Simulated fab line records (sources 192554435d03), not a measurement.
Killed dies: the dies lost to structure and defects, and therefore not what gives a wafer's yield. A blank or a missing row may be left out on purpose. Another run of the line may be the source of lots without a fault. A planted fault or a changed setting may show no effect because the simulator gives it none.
fab line records ; flow n5-finfet
record lots=7; wafers=39
route steps=1938 shown BEOL_M8@1348 BEOL_M9@1404 BEOL_M15@1773
start-h: hours from the record's opening day to when the first of the lot's shown wafers began ; wait-h: time in hours since the lot's previous step ; " repeats the value in the row above ; L1.1+2: one row covering several wafers at once ; - either no value or no given start ; * or withheld: withheld ; < > ~ a bound
route shown NAME@n: NAME is a module with steps in the file, n the number in the route of the first one ; usual: mean/standard deviation of fault-free wafers ; same: alike in all rows ; chamber/n: place in a boat ; sites: the reading at each site ; _std_site: the standard deviation of these ; _edge_site: mean of outer sites minus mean of inner sites ; radius-mm: for every site, how far away it sits from the centre of the wafer ; mask NAME#n: copy n ; behind: the most recent tool/chamber to have shaped the wafer ; hold: what put the lot on hold/how long, in hours/how the hold closed ; device: names the non-switching transistor (n, p or np) ; end of line: tests of these same wafers at the route's end ; a step given without rows: its recipe and nothing more ; killed: at the first sort, the dies lost to defects and structure; wafer yield is something else ; map: a wafer's dies, x killed, . not, _ none there
set.NAME: setting as actually run; set.NAME@STEP: the setting as run at that earlier step ; model.NAME: the simulator's own value behind a step, which no gauge read
one table per step and one row per wafer, for lots whose settings were changed on purpose
## steps
# step N5_BEOL_M8_DESCUM_16
# recipe chemistry=O2; time-s=7.9; source-power-w=50; bias-power-w=20; pressure-mtorr=20; rf-frequency-hz=2.712e+07; temp-c=40; resist=CAR-ArF; o2-flow-sccm=225
lot.wafer;tool;chamber;start-h;wait-h;set.time-s;model.CAR-ArF_of_BEOL_M8_COAT_05.thk-nm
L077.1+6;rie-diel-05;1,3;209.82;0.0;7.9;83.2
L077.2;rie-diel-05;0;209.82;0.0;4.343;85.4
L077.3;rie-diel-05;3;209.82;0.0;4.343;85.6
L077.4;rie-diel-05;2;209.82;0.0;4.343;85.2
L077.5;rie-diel-05;0;209.82;0.0;7.9;83.4
L080.1;rie-diel-01;1;236.01;0.6;7.9;83.4
L080.2;rie-diel-01;3;236.01;0.6;7.9;83.6
L080.3+5;rie-diel-01;0;236.01;0.6;6.106;84.6
L080.4;rie-diel-01;2;236.01;0.6;7.9;83.8
L080.6;rie-diel-01;3;236.01;0.6;6.106;84.4
L085.1;rie-diel-03;2;249.34;0.0;7.9;83
L085.5;rie-diel-03;3;249.34;0.0;7.9;83.2
L085.6;rie-diel-03;0;249.34;0.0;7.9;83.4
L084.1+3+6;rie-diel-05;2,0,3;249.90;0.3;7.9;83.2
L084.2+4+5;rie-diel-05;3,2,0;249.90;0.3;7.9;83
L087.1;rie-diel-05;3;285.67;0.1;7.9;83
L087.2+3;rie-diel-05;1,2;285.67;0.1;7.9;83.2
L087.4+5+6;rie-diel-05;0,3,2;285.67;0.1;9.613;82.4
L092.1;rie-diel-01;1;330.50;0.0;7.9;83.4
L092.2+3+6;rie-diel-01;2,3,3;330.50;0.0;9.955;82.2
L092.4;rie-diel-01;0;330.50;0.0;7.9;83.6
L092.5;rie-diel-01;0;330.50;0.0;7.9;83.8
L093.1+5;rie-diel-05;3;346.62;0.0;7.9;83.6
L093.2;rie-diel-05;1;346.62;0.0;10.02;82.6
L093.3;rie-diel-05;0;346.62;0.0;10.02;82.4
L093.4;rie-diel-05;2;346.62;0.0;10.02;82.2
L093.6;rie-diel-05;0;346.62;0.0;7.9;83.8
# step N5_BEOL_M8_ETCH_61
# recipe chemistry=CF4; target=SiARC; target-depth-a=455; mask-material=CAR-ArF; time-s=75.8; ion-energy-ev=80; pressure-mtorr=40; source-w=545; bias-w=36; Ar_flow_sccm=100; cf4-flow-sccm=100; ends=cleared
lot.wafer;tool;chamber;start-h;wait-h;set.time-s@BEOL_M8_DESCUM_16;model.CAR-ArF_of_BEOL_M8_COAT_05.thk-nm
L077.1+6;rie-diel-05;1,3;209.86;0.0;7.9;50.6
L077.2+3;rie-diel-05;0,3;209.86;0.0;4.343;53
L077.4;rie-diel-05;2;209.86;0.0;4.343;52.6
L077.5;rie-diel-05;0;209.86;0.0;7.9;50.8
L080.1;rie-diel-01;1;236.04;0.0;7.9;50.6
L080.2+4;rie-diel-01;3,2;236.04;0.0;7.9;50.8
L080.3+5;rie-diel-01;0;236.04;0.0;6.106;52
L080.6;rie-diel-01;3;236.04;0.0;6.106;51.8
L085.1;rie-diel-03;2;249.37;0.0;7.9;50.4
L085.5;rie-diel-03;3;249.37;0.0;7.9;50.8
L085.6;rie-diel-03;0;249.37;0.0;7.9;51
L084.1+3+6;rie-diel-05;2,0,3;249.94;0.0;7.9;50.6
L084.2+4+5;rie-diel-05;3,2,0;249.94;0.0;7.9;50.4
L087.1;rie-diel-05;3;285.71;0.0;7.9;50.4
L087.2+3;rie-diel-05;1,2;285.71;0.0;7.9;50.6
L087.4+5+6;rie-diel-05;0,3,2;285.71;0.0;9.613;49.8
L092.1;rie-diel-01;1;330.54;0.0;7.9;50.8
L092.2+3+6;rie-diel-01;2,3,3;330.54;0.0;9.955;49.6
L092.4+5;rie-diel-01;0;330.54;0.0;7.9;51
L093.1+5;rie-diel-05;3;346.65;0.0;7.9;50.8
L093.2+3;rie-diel-05;1,0;346.65;0.0;10.02;49.8
L093.4;rie-diel-05;2;346.65;0.0;10.02;49.6
L093.6;rie-diel-05;0;346.65;0.0;7.9;51
# step N5_BEOL_M9_PECVD_70
# recipe material=SiO2; target-thk-a=200; temp-c=400; precursor=TEOS/O2; pressure-torr=5.5; rf-w=450; teos-flow-sccm=53.8; gas=O2; flow-sccm=3000; time-s=22.7
lot.wafer;tool;chamber;start-h;wait-h;set.time-s;model.SiO2_of_BEOL_M9_PECVD_70.thk-nm
L077.1+6;pecvd-01;0,1;217.26;0.0;22.7;20.2
L077.2;pecvd-01;1;217.26;0.0;33.47;29
L077.3;pecvd-01;2;217.26;0.0;33.47;28.8
L077.4;pecvd-01;0;217.26;0.0;22.7;20.4
L077.5;pecvd-01;2;217.26;0.0;33.47;29.4
L080.1;pecvd-01;2;241.07;0.0;9.981;9
L080.2;pecvd-01;1;241.07;0.0;22.7;20
L080.3+4;pecvd-01;0;241.07;0.0;9.981;9.2
L080.5+6;pecvd-01;2,1;241.07;0.0;22.7;20.4
L085.1;pecvd-01;0;260.63;0.0;22.7;20.2
L085.5;pecvd-01;0;260.63;0.0;22.7;20
L085.6;pecvd-01;2;260.63;0.0;22.7;20.4
L084.1;pecvd-01;2;261.64;0.0;22.7;19.6
L084.2;pecvd-01;0;261.64;0.0;22.7;19.8
L084.3;pecvd-01;1;261.64;0.0;31.15;26.8
L084.4;pecvd-01;0;261.64;0.0;22.7;20.2
L084.5;pecvd-01;1;261.64;0.0;31.15;27.2
L084.6;pecvd-01;2;261.64;0.0;31.15;27.4
L087.1;pecvd-01;2;291.24;0.0;22.7;20
L087.2;pecvd-01;0;291.24;0.0;22.7;20.2
L087.3;pecvd-01;1;291.24;0.0;18.99;16.8
L087.4;pecvd-01;1;291.24;0.0;22.7;20.4
L087.5;pecvd-01;2;291.24;0.0;18.99;17
L087.6;pecvd-01;0;291.24;0.0;18.99;17.2
L092.1+3;pecvd-01;0,1;337.01;0.0;22.7;19.8
L092.2;pecvd-01;2;337.01;0.0;18.35;16
L092.4;pecvd-01;1;337.01;0.0;22.7;20.4
L092.5;pecvd-01;2;337.01;0.0;18.35;16.4
L092.6;pecvd-01;0;337.01;0.0;18.35;16.8
L093.1+2+3;pecvd-02;0,1,2;352.93;0.0;22.7;20.2
L093.4+5+6;pecvd-02;1,0,2;352.93;0.0;22.7;20.4
# step N5_BEOL_M15_ILD_DEP_00
# recipe material=SiO2; target-thk-a=16293; temp-c=400; precursor=TEOS/O2; pressure-torr=6.5; rf-w=900; teos-flow-sccm=161.4; gas=O2; flow-sccm=2650; time-s=346.1
lot.wafer;tool;chamber;start-h;wait-h;set.time-s;model.SiO2_of_BEOL_M15_ILD_DEP_00.thk-nm
L077.1;pecvd-03;1;257.76;0.0;346.1;1632
L077.2;pecvd-03;0;257.76;0.0;523.4;2466
L077.3;pecvd-03;2;257.76;0.0;346.1;1586
L077.4;pecvd-03;2;257.76;0.0;346.1;1615
L077.5;pecvd-03;1;257.76;0.0;523.4;2492
L077.6;pecvd-03;0;257.76;0.0;523.4;2475
L080.1;pecvd-03;2;280.23;0.0;346.1;1604
L080.2;pecvd-03;1;280.23;0.0;419.7;1969
L080.3;pecvd-03;0;280.23;0.0;346.1;1664
L080.4;pecvd-03;1;280.23;0.0;419.7;2006
L080.5;pecvd-03;0;280.23;0.0;346.1;1687
L080.6;pecvd-03;2;280.23;0.0;419.7;2008
L085.1;pecvd-02;2;300.01;0.0;346.1;1628
L085.5;pecvd-02;1;300.01;0.0;346.1;1633
L085.6;pecvd-02;2;300.01;0.0;346.1;1651
L084.1;pecvd-03;2;300.78;0.0;422.8;1971
L084.2;pecvd-03;0;300.78;0.0;346.1;1637
L084.3+6;pecvd-03;1,2;300.78;0.0;346.1;1642
L084.4;pecvd-03;0;300.78;0.0;422.8;2039
L084.5;pecvd-03;1;300.78;0.0;422.8;2016
L087.1;pecvd-03;1;331.55;0.0;346.1;1640
L087.2;pecvd-03;2;331.55;0.0;346.1;1614
L087.3;pecvd-03;0;331.55;0.0;346.1;1641
L087.4;pecvd-03;2;331.55;0.0;346.1;1645
L087.5;pecvd-03;1;331.55;0.0;346.1;1665
L087.6;pecvd-03;0;331.55;0.0;346.1;1674
L092.1;pecvd-02;0;381.05;0.0;527.8;2448
L092.2;pecvd-02;1;381.05;0.0;527.8;2489
L092.3;pecvd-02;2;381.05;0.0;346.1;1637
L092.4;pecvd-02;0;381.05;0.0;527.8;2507
L092.5;pecvd-02;1;381.05;0.0;346.1;1657
L092.6;pecvd-02;2;381.05;0.0;346.1;1667
L093.1;pecvd-02;0;398.89;0.0;346.1;1614
L093.2;pecvd-02;1;398.89;0.0;346.1;1611
L093.3;pecvd-02;2;398.89;0.0;165.3;798
L093.4;pecvd-02;1;398.89;0.0;165.3;807.6
L093.5;pecvd-02;2;398.89;0.0;165.3;816.4
L093.6;pecvd-02;0;398.89;0.0;346.1;1643
# step N5_BEOL_M15_THK_MEAS_01
# recipe reads=SiO2_of_BEOL_M15_ILD_DEP_00
# usual M15_ILD_THK=1632/22
lot.wafer;tool;chamber;start-h;wait-h;set.time-s@BEOL_M15_ILD_DEP_00;M15_ILD_THK[nm]
L077.1;film-metro-02;-;258.01;0.1;346.1;1630
L077.2;film-metro-02;-;258.01;0.1;523.4;2467
L077.3;film-metro-02;-;258.01;0.1;346.1;1586
L077.4;film-metro-02;-;258.01;0.1;346.1;1615
L077.5;film-metro-02;-;258.01;0.1;523.4;2493
L077.6;film-metro-02;-;258.01;0.1;523.4;2476
L080.1;film-metro-02;-;280.48;0.1;346.1;1604
L080.2;film-metro-02;-;280.48;0.1;419.7;1969
L080.3;film-metro-02;-;280.48;0.1;346.1;1664
L080.4;film-metro-02;-;280.48;0.1;419.7;2004
L080.5;film-metro-02;-;280.48;0.1;346.1;1688
L080.6;film-metro-02;-;280.48;0.1;419.7;2008
L085.1;film-metro-01;-;300.26;0.1;346.1;1627
L085.5;film-metro-01;-;300.26;0.1;346.1;1633
L085.6;film-metro-01;-;300.26;0.1;346.1;1651
L084.1;film-metro-01;-;301.03;0.1;422.8;1971
L084.2;film-metro-01;-;301.03;0.1;346.1;1637
L084.3;film-metro-01;-;301.03;0.1;346.1;1644
L084.4;film-metro-01;-;301.03;0.1;422.8;2040
L084.5;film-metro-01;-;301.03;0.1;422.8;2016
L084.6;film-metro-01;-;301.03;0.1;346.1;1642
L087.1;film-metro-01;-;331.80;0.1;346.1;1639
L087.2;film-metro-01;-;331.80;0.1;346.1;1615
L087.3;film-metro-01;-;331.80;0.1;346.1;1641
L087.4;film-metro-01;-;331.80;0.1;346.1;1646
L087.5;film-metro-01;-;331.80;0.1;346.1;1664
L087.6;film-metro-01;-;331.80;0.1;346.1;1676
L092.1;film-metro-02;-;381.30;0.1;527.8;2448
L092.2;film-metro-02;-;381.30;0.1;527.8;2490
L092.3;film-metro-02;-;381.30;0.1;346.1;1636
L092.4;film-metro-02;-;381.30;0.1;527.8;2506
L092.5;film-metro-02;-;381.30;0.1;346.1;1658
L092.6;film-metro-02;-;381.30;0.1;346.1;1668
L093.1;film-metro-01;-;399.14;0.1;346.1;1615
L093.2;film-metro-01;-;399.14;0.1;346.1;1611
L093.3;film-metro-01;-;399.14;0.1;165.3;797
L093.4;film-metro-01;-;399.14;0.1;165.3;807
L093.5;film-metro-01;-;399.14;0.1;165.3;816
L093.6;film-metro-01;-;399.14;0.1;346.1;1643
# step N5_BEOL_M15_COAT_58
# recipe resist=BARC; temp-c=205; time-s=60; spin-rpm=1500; resist-thk-nm=89
# step N5_BEOL_M15_COAT_04
# recipe spin-rpm=1704; resist-thk-nm=800
# step N5_BEOL_M15_DESCUM_15
# recipe chemistry=O2; time-s=7.9; source-power-w=50; bias-power-w=20; pressure-mtorr=20; rf-frequency-hz=2.712e+07; temp-c=40; o2-flow-sccm=225
# step N5_BEOL_M15_ETCH_59
# recipe chemistry=N2/H2; target=BARC; target-depth-a=890; overetch-a=267; time-s=67.9; ion-energy-ev=200; pressure-mtorr=30; source-w=840; bias-w=150; n2-flow-sccm=200; h2-flow-sccm=200
# step N5_BEOL_M15_VIA_ETCH_16
# recipe chemistry=C4F8/O2/Ar; target=SiO2; he-inner-torr=15; he-outer-torr=30; target-depth-a=17922; time-s=withheld; ion-energy-ev=800; pressure-mtorr=20; source-w=1905; bias-w=2040; Ar_flow_sccm=400; C4F8_flow_sccm=16; O2_flow_sccm=12; ends=cleared
lot.wafer;tool;chamber;start-h;wait-h;set.time-s@BEOL_M15_ILD_DEP_00;model.etch.depth-nm;model.coat_of_BEOL_M15_COAT_04.thk-nm
L077.1;rie-diel-04;1;258.71;0.0;*;1632;323.2
L077.2;rie-diel-04;0;258.71;0.0;*;2466;138.6
L077.3;rie-diel-04;2;258.71;0.0;*;1586;338.2
L077.4;rie-diel-04;3;258.71;0.0;*;1615;329.8
L077.5;rie-diel-04;3;258.71;0.0;*;2492;120.6
L077.6;rie-diel-04;0;258.71;0.0;*;2475;136.4
L080.1;rie-diel-02;1;281.17;0.0;*;1604;339.4
L080.2;rie-diel-02;2;281.17;0.0;*;1969;251.8
L080.3;rie-diel-02;0;281.17;0.0;*;1664;327.4
L080.4;rie-diel-02;3;281.17;0.0;*;2006;246.2
L080.5;rie-diel-02;1;281.17;0.0;*;1687;318.4
L080.6;rie-diel-02;2;281.17;0.0;*;2008;241.4
L085.1;rie-diel-02;1;300.86;0.0;*;1628;332
L085.5;rie-diel-02;3;300.86;0.0;*;1633;334.8
L085.6;rie-diel-02;2;300.86;0.0;*;1651;326.4
L084.1;rie-diel-04;0;301.51;0.0;*;1971;251
L084.2;rie-diel-04;2;301.51;0.0;*;1637;323.8
L084.3;rie-diel-04;3;301.51;0.0;*;1642;320.6
L084.4;rie-diel-04;1;301.51;0.0;*;2039;225.4
L084.5;rie-diel-04;1;301.51;0.0;*;2016;227.8
L084.6;rie-diel-04;0;301.51;0.0;*;1642;327.6
L087.1;rie-diel-02;2;332.28;0.0;*;1640;329
L087.2;rie-diel-02;1;332.28;0.0;*;1614;336.4
L087.3;rie-diel-02;3;332.28;0.0;*;1641;334.4
L087.4;rie-diel-02;0;332.28;0.0;*;1645;329.4
L087.5;rie-diel-02;2;332.28;0.0;*;1665;323
L087.6;rie-diel-02;3;332.28;0.0;*;1674;327.4
L092.1;rie-diel-02;1;381.91;0.0;*;2448;141
L092.2;rie-diel-02;3;381.91;0.0;*;2489;134.2
L092.3;rie-diel-02;2;381.91;0.0;*;1637;330.2
L092.4;rie-diel-02;0;381.91;0.0;*;2507;127
L092.5;rie-diel-02;2;381.91;0.0;*;1657;322.8
L092.6;rie-diel-02;1;381.91;0.0;*;1667;323.8
L093.1;rie-diel-02;2;399.74;0.0;*;1614;336.4
L093.2;rie-diel-02;1;399.74;0.0;*;1611;338.8
L093.3;rie-diel-02;3;399.74;0.0;*;798.1;533
L093.4;rie-diel-02;0;399.74;0.0;*;807.7;530.8
L093.5;rie-diel-02;3;399.74;0.0;*;816.5;528
L093.6;rie-diel-02;2;399.74;0.0;*;1643;331.2
# step N5_BEOL_M15_STRIP_63
# recipe chemistry=O2; power-w=600; temp-c=60; pressure-mtorr=30; rf-frequency-hz=6e+07; bias-power-w=0; overash-fraction=0.3; o2-flow-sccm=225
# step N5_BEOL_M15_STRIP_64
# recipe chemistry=O2; power-w=600; temp-c=60; pressure-mtorr=30; rf-frequency-hz=6e+07; bias-power-w=0; overash-fraction=0.3; o2-flow-sccm=225
# step N5_BEOL_M15_STRIP_65
# recipe chemistry=post-etch-residue-remover; time-s=60; temp-c=25; remover-ph=withheld; remover-water-wt-pct=withheld; remover-fluoride-wt-pct=withheld
# step N5_BEOL_M15_SRD_66
# recipe time-s=30; temp-c=23; rinse-liquid=diw; dry=n2-spin; spin-rpm=1500; dry-time-s=30
# step N5_BEOL_M15_CD_MEAS_17
# recipe target-cd-nm=360; polarity=opening
# usual cd-nm=361.3/2.3
lot.wafer;tool;chamber;start-h;wait-h;set.time-s@BEOL_M15_ILD_DEP_00;cd-nm
L077.1;cd-sem-03;-;259.12;0.0;346.1;360.6
L077.2;cd-sem-03;-;259.12;0.0;523.4;364.1
L077.3;cd-sem-03;-;259.12;0.0;346.1;358.6
L077.4;cd-sem-03;-;259.12;0.0;346.1;358.1
L077.5;cd-sem-03;-;259.12;0.0;523.4;367.1
L077.6;cd-sem-03;-;259.12;0.0;523.4;367.3
L080.1;cd-sem-01;-;281.58;0.0;346.1;362.5
L080.2;cd-sem-01;-;281.58;0.0;419.7;365.2
L080.3;cd-sem-01;-;281.58;0.0;346.1;363.9
L080.4;cd-sem-01;-;281.58;0.0;419.7;366.7
L080.5;cd-sem-01;-;281.58;0.0;346.1;362.7
L080.6;cd-sem-01;-;281.58;0.0;419.7;367.6
L085.1;cd-sem-01;-;301.31;0.0;346.1;358.3
L085.5;cd-sem-01;-;301.31;0.0;346.1;358.1
L085.6;cd-sem-01;-;301.31;0.0;346.1;358.7
L084.1;cd-sem-02;-;301.92;0.0;422.8;360.5
L084.2;cd-sem-02;-;301.92;0.0;346.1;359.0
L084.3;cd-sem-02;-;301.92;0.0;346.1;363.2
L084.4;cd-sem-02;-;301.92;0.0;422.8;366.1
L084.5;cd-sem-02;-;301.92;0.0;422.8;364.3
L084.6;cd-sem-02;-;301.92;0.0;346.1;360.3
L087.1;cd-sem-02;-;332.69;0.0;346.1;359.5
L087.2;cd-sem-02;-;332.69;0.0;346.1;357.7
L087.3;cd-sem-02;-;332.69;0.0;346.1;360.2
L087.4;cd-sem-02;-;332.69;0.0;346.1;358.3
L087.5;cd-sem-02;-;332.69;0.0;346.1;359.6
L087.6;cd-sem-02;-;332.69;0.0;346.1;359.3
L092.1;cd-sem-01;-;382.32;0.0;527.8;369.8
L092.2;cd-sem-01;-;382.32;0.0;527.8;369.3
L092.3;cd-sem-01;-;382.32;0.0;346.1;361.0
L092.4;cd-sem-01;-;382.32;0.0;527.8;367.4
L092.5;cd-sem-01;-;382.32;0.0;346.1;361.8
L092.6;cd-sem-01;-;382.32;0.0;346.1;362.6
L093.1;cd-sem-01;-;400.15;0.0;346.1;360.9
L093.2;cd-sem-01;-;400.15;0.0;346.1;359.7
L093.3;cd-sem-01;-;400.15;0.0;165.3;353.6
L093.4;cd-sem-01;-;400.15;0.0;165.3;351.8
L093.5;cd-sem-01;-;400.15;0.0;165.3;353.4
L093.6;cd-sem-01;-;400.15;0.0;346.1;363.0
## key
split step=N5_BEOL_M8_DESCUM_16; setting=time-s; stated=7.9; by=wafer
response step=N5_BEOL_M8_DESCUM_16; reading=model.CAR-ArF_of_BEOL_M8_COAT_05.thk-nm; change=-0.0462; per=1%; r=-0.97
response step=N5_BEOL_M8_ETCH_61; reading=model.CAR-ArF_of_BEOL_M8_COAT_05.thk-nm; change=-0.047; per=1%; r=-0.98
split step=N5_BEOL_M9_PECVD_70; setting=time-s; stated=22.7; by=wafer
response step=N5_BEOL_M9_PECVD_70; reading=model.SiO2_of_BEOL_M9_PECVD_70.thk-nm; change=+0.193; per=1%; r=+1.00
split step=N5_BEOL_M15_ILD_DEP_00; setting=time-s; stated=346.1; by=wafer
response step=N5_BEOL_M15_ILD_DEP_00; reading=model.SiO2_of_BEOL_M15_ILD_DEP_00.thk-nm; change=+16.1; per=1%; r=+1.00
response step=N5_BEOL_M15_THK_MEAS_01; reading=M15_ILD_THK; change=+16.1; per=1%; r=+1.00
response step=N5_BEOL_M15_VIA_ETCH_16; reading=model.etch.depth-nm; change=+16.1; per=1%; r=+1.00
response step=N5_BEOL_M15_VIA_ETCH_16; reading=model.coat_of_BEOL_M15_COAT_04.thk-nm; change=-3.77; per=1%; r=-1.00
response step=N5_BEOL_M15_CD_MEAS_17; reading=cd-nm; change=+0.143; per=1%; r=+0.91
